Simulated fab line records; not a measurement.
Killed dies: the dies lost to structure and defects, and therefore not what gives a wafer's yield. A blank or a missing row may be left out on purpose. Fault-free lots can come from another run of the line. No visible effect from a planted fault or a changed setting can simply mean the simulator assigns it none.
Matching of chambers + flow n5 finfet + pecvd-02 running N5_FIN_SAQP_PECVD_48: 3 sister chambers
The step deposits SiNx from SiH4/NH3/N2, target thk 25 nm, time 22.1 s. 18 wafers are shown with their chamber, then 9 later ones without.

## EACH WAFER AND ITS CHAMBER
| wafer  | chamber | throttle valve pct (%) | showerhead plenum p Torr (Torr) | heater power w (W) |
|--------|---------|------------------------|---------------------------------|--------------------|
| L078.1 | 0       | 37                     | 5.16                            | 735                |
| L078.5 | 1       | 45                     | 5.27                            | 605                |
| L078.6 | 0       | 37                     | 5.15                            | 745                |
| L082.3 | 2       | 37                     | 5.04                            | 797                |
| L082.5 | 0       | 37                     | 5.15                            | 705                |
| L082.6 | 1       | 45                     | 5.27                            | 643                |
| L084.2 | 2       | 37                     | 5.04                            | 733                |
| L084.3 | 0       | 37                     | 5.15                            | 686                |
| L084.5 | 0       | 37                     | 5.16                            | 686                |
| L085.1 | 0       | 37                     | 5.14                            | 721                |
| L085.4 | 0       | 37                     | 5.15                            | 705                |
| L085.5 | 1       | 45                     | 5.29                            | 661                |
| L087.1 | 0       | 37                     | 5.16                            | 630                |
| L087.5 | 2       | 37                     | 5.04                            | 810                |
| L087.6 | 1       | 46                     | 5.28                            | 671                |
| L088.4 | 2       | 37                     | 5.05                            | 722                |
| L088.5 | 1       | 46                     | 5.28                            | 604                |
| L088.6 | 0       | 37                     | 5.16                            | 655                |

SIGNATURES (averages over the wafers above)
| reading                  | chamber 0 | chamber 1 | chamber 2 | scatter within a chamber |
|--------------------------|-----------|-----------|-----------|--------------------------|
| throttle valve pct       | 37.00     | 45.40     | 37.00     | 0.283                    |
| showerhead plenum p Torr | 5.1533    | 5.2780    | 5.0425    | 0.00709                  |
| heater power w           | 696.44    | 636.80    | 765.50    | 37.2                     |
Rule: a wafer lies at a distance from a chamber equal to the root of the sum of squares, over the readings, of (its reading less the chamber's mean, divided by the reading's scatter). If the next closest chamber is less than 2 further off than the closest, the wafer can't be placed; otherwise it belongs to the closest. The scatter is the square root of a quotient: the sum, over the shown wafers, of each reading's squared deviation from its chamber's mean, divided by wafers minus chambers.

## WAFERS WHOSE CHAMBER IS MISSING
| wafer  | throttle valve pct (%) | showerhead plenum p Torr (Torr) | heater power w (W) |
|--------|------------------------|---------------------------------|--------------------|
| L090.4 | 37                     | 5.05                            | 707                |
| L090.5 | 46                     | 5.29                            | 665                |
| L090.6 | 37                     | 5.17                            | 670                |
| L092.1 | 37                     | 5.05                            | 680                |
| L092.2 | 37                     | 5.16                            | 647                |
| L092.3 | 45                     | 5.28                            | 668                |
| L094.1 | 37                     | 5.16                            | 649                |
| L094.4 | 37                     | 5.15                            | 636                |
| L094.5 | 38                     | 5.05                            | 809                |

## WHICH CHAMBER EACH ONE RAN IN
| wafer  | from the rows above | in truth |
|--------|---------------------|----------|
| L090.4 | 2                   | 2        |
| L090.5 | 1                   | 1        |
| L090.6 | 0                   | 0        |
| L092.1 | 2                   | 2        |
| L092.2 | 0                   | 0        |
| L092.3 | 1                   | 1        |
| L094.1 | 0                   | 0        |
| L094.4 | 0                   | 0        |
| L094.5 | 2                   | 2        |
Placed correctly: 9 of 9. Can't be placed from these rows: 0. 0 placed wrongly.
